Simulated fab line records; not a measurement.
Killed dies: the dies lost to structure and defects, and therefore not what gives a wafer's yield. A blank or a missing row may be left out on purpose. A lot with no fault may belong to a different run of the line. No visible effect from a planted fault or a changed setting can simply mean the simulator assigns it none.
Split-lot trial :: flow n5-finfet :: 21 wafers read from 7 lots, route of 1938 steps

== ABOUT THE SPLIT ==
At N5_BEOL_M14_ETCH_68 (etches SOC in N2/H2, time 450 s), the setting time-s was moved away from the recipe's 450 s on 5 of the 21 wafers read, by -19.2% to +13.5%. For the rest of the wafers, this setting stayed at what the recipe calls for.

The reading comes from the split's own step.

== THE READING ==
SiARC_of_BEOL_M14_COAT_66.thk-nm (the simulator's own value, which no gauge read), in nm, at N5_BEOL_M14_ETCH_68 (etches SOC in N2/H2, time 450 s). The file gives no usual value for it. Average 64.9 nm, standard deviation 0.68 nm, over the 16 wafers here run with the recipe.

wafer: L077.2
tool, chamber at the split: rie-diel-06, 1
time-s as run, s: 450
against the recipe: recipe
SiARC_of_BEOL_M14_COAT_66.thk-nm, nm: 64.4
against lot-mates on the recipe: -

wafer: L077.3
tool, chamber at the split: rie-diel-06, 3
time-s as run, s: 510.9
against the recipe: +13.5%
SiARC_of_BEOL_M14_COAT_66.thk-nm, nm: 58.4
against lot-mates on the recipe: -6.3

wafer: L077.4
tool, chamber at the split: rie-diel-06, 0
time-s as run, s: 450
against the recipe: recipe
SiARC_of_BEOL_M14_COAT_66.thk-nm, nm: 65
against lot-mates on the recipe: -

wafer: L078.2
tool, chamber at the split: rie-diel-06, 3
time-s as run, s: 480
against the recipe: +6.7%
SiARC_of_BEOL_M14_COAT_66.thk-nm, nm: 62.2
against lot-mates on the recipe: -3.0

wafer: L078.5
tool, chamber at the split: rie-diel-06, 2
time-s as run, s: 480
against the recipe: +6.7%
SiARC_of_BEOL_M14_COAT_66.thk-nm, nm: 63.4
against lot-mates on the recipe: -1.8

wafer: L078.6
tool, chamber at the split: rie-diel-06, 1
time-s as run, s: 450
against the recipe: recipe
SiARC_of_BEOL_M14_COAT_66.thk-nm, nm: 65.2
against lot-mates on the recipe: -

wafer: L082.1
tool, chamber at the split: rie-diel-06, 0
time-s as run, s: 450
against the recipe: recipe
SiARC_of_BEOL_M14_COAT_66.thk-nm, nm: 65.8
against lot-mates on the recipe: -

wafer: L082.2
tool, chamber at the split: rie-diel-06, 3
time-s as run, s: 450
against the recipe: recipe
SiARC_of_BEOL_M14_COAT_66.thk-nm, nm: 64.8
against lot-mates on the recipe: -

wafer: L082.5
tool, chamber at the split: rie-diel-06, 3
time-s as run, s: 450
against the recipe: recipe
SiARC_of_BEOL_M14_COAT_66.thk-nm, nm: 64.8
against lot-mates on the recipe: -

wafer: L089.2
tool, chamber at the split: rie-diel-05, 2
time-s as run, s: 450
against the recipe: recipe
SiARC_of_BEOL_M14_COAT_66.thk-nm, nm: 64.8
against lot-mates on the recipe: -

wafer: L089.3
tool, chamber at the split: rie-diel-05, 0
time-s as run, s: 450
against the recipe: recipe
SiARC_of_BEOL_M14_COAT_66.thk-nm, nm: 65.6
against lot-mates on the recipe: -

wafer: L089.4
tool, chamber at the split: rie-diel-05, 1
time-s as run, s: 363.4
against the recipe: -19.2%
SiARC_of_BEOL_M14_COAT_66.thk-nm, nm: 72.8
against lot-mates on the recipe: +7.6

wafer: L088.1
tool, chamber at the split: rie-diel-05, 3
time-s as run, s: 450
against the recipe: recipe
SiARC_of_BEOL_M14_COAT_66.thk-nm, nm: 64.4
against lot-mates on the recipe: -

wafer: L088.3
tool, chamber at the split: rie-diel-05, 0
time-s as run, s: 450
against the recipe: recipe
SiARC_of_BEOL_M14_COAT_66.thk-nm, nm: 65.4
against lot-mates on the recipe: -

wafer: L088.4
tool, chamber at the split: rie-diel-05, 1
time-s as run, s: 450
against the recipe: recipe
SiARC_of_BEOL_M14_COAT_66.thk-nm, nm: 63.8
against lot-mates on the recipe: -

wafer: L096.1
tool, chamber at the split: rie-diel-05, 3
time-s as run, s: 377.3
against the recipe: -16.2%
SiARC_of_BEOL_M14_COAT_66.thk-nm, nm: 72
against lot-mates on the recipe: +6.5

wafer: L096.2
tool, chamber at the split: rie-diel-05, 1
time-s as run, s: 450
against the recipe: recipe
SiARC_of_BEOL_M14_COAT_66.thk-nm, nm: 64.4
against lot-mates on the recipe: -

wafer: L096.3
tool, chamber at the split: rie-diel-05, 0
time-s as run, s: 450
against the recipe: recipe
SiARC_of_BEOL_M14_COAT_66.thk-nm, nm: 66.6
against lot-mates on the recipe: -

wafer: L094.1
tool, chamber at the split: rie-diel-06, 1
time-s as run, s: 450
against the recipe: recipe
SiARC_of_BEOL_M14_COAT_66.thk-nm, nm: 64
against lot-mates on the recipe: -

wafer: L094.2
tool, chamber at the split: rie-diel-06, 3,2
time-s as run, s: 450
against the recipe: recipe
SiARC_of_BEOL_M14_COAT_66.thk-nm, nm: 64.8
against lot-mates on the recipe: -

wafer: L094.3
tool, chamber at the split: rie-diel-06, 3,2
time-s as run, s: 450
against the recipe: recipe
SiARC_of_BEOL_M14_COAT_66.thk-nm, nm: 64.8
against lot-mates on the recipe: -
Rows listing several chambers each stand for several wafers; the file does not say which wafer went through which chamber.

THE FIT
A straight line over all 21 wafers: SiARC_of_BEOL_M14_COAT_66.thk-nm changes by -0.423 nm for each +1% of time-s; r = -0.97; the points scatter about the line by 0.72 nm.
The same after taking each lot's own level away (the mean of its wafers on the recipe; 21 wafers): -0.408 nm for each +1%; r = -0.98; scatter 0.6 nm.
The reading moves by 7.9 nm for the largest change in time-s, on that fit.
Measured against the standard deviation above, the lots' own levels, which go from 64.53 to 65.50 nm, span 1.4 times it.
Hence the lot-to-lot level has little effect on the slope; both slopes agree.
Check: with one of the wafers moved furthest among these (-19.2%) left out of the fit, the line predicts +8.02 nm for it against its lot-mates. It came out at +7.6 nm against them.

== THESE WAFERS: OTHER SPLITS ==
Note: prior to the reading, these wafers also went through further splits. Each is held against what the fit with the lots' levels taken away leaves over:
other split on the same wafers: N5_BEOL_M8_CURE_75 time-s
wafers away from the commonest value: 4
r with SiARC_of_BEOL_M14_COAT_66.thk-nm (lot level and that fit taken away): -0.21

other split on the same wafers: N5_BEOL_M9_TRENCH_ETCH_37 source-w
wafers away from the commonest value: 8
r with SiARC_of_BEOL_M14_COAT_66.thk-nm (lot level and that fit taken away): +0.13

other split on the same wafers: N5_BEOL_M10_COAT_22 spin-rpm
wafers away from the commonest value: 8
r with SiARC_of_BEOL_M14_COAT_66.thk-nm (lot level and that fit taken away): +0.01

other split on the same wafers: N5_BEOL_M10_PEB_26 peb-time-s
wafers away from the commonest value: 9
r with SiARC_of_BEOL_M14_COAT_66.thk-nm (lot level and that fit taken away): -0.17

other split on the same wafers: N5_BEOL_M11_PECVD_70 time-s
wafers away from the commonest value: 8
r with SiARC_of_BEOL_M14_COAT_66.thk-nm (lot level and that fit taken away): -0.07

other split on the same wafers: N5_BEOL_M12_SPUTTER_44 time-s
wafers away from the commonest value: 4
r with SiARC_of_BEOL_M14_COAT_66.thk-nm (lot level and that fit taken away): -0.15

== FILE'S OWN FIT ==
SiARC_of_BEOL_M14_COAT_66.thk-nm changes by -0.41 nm for each +1% of time-s, r = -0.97.
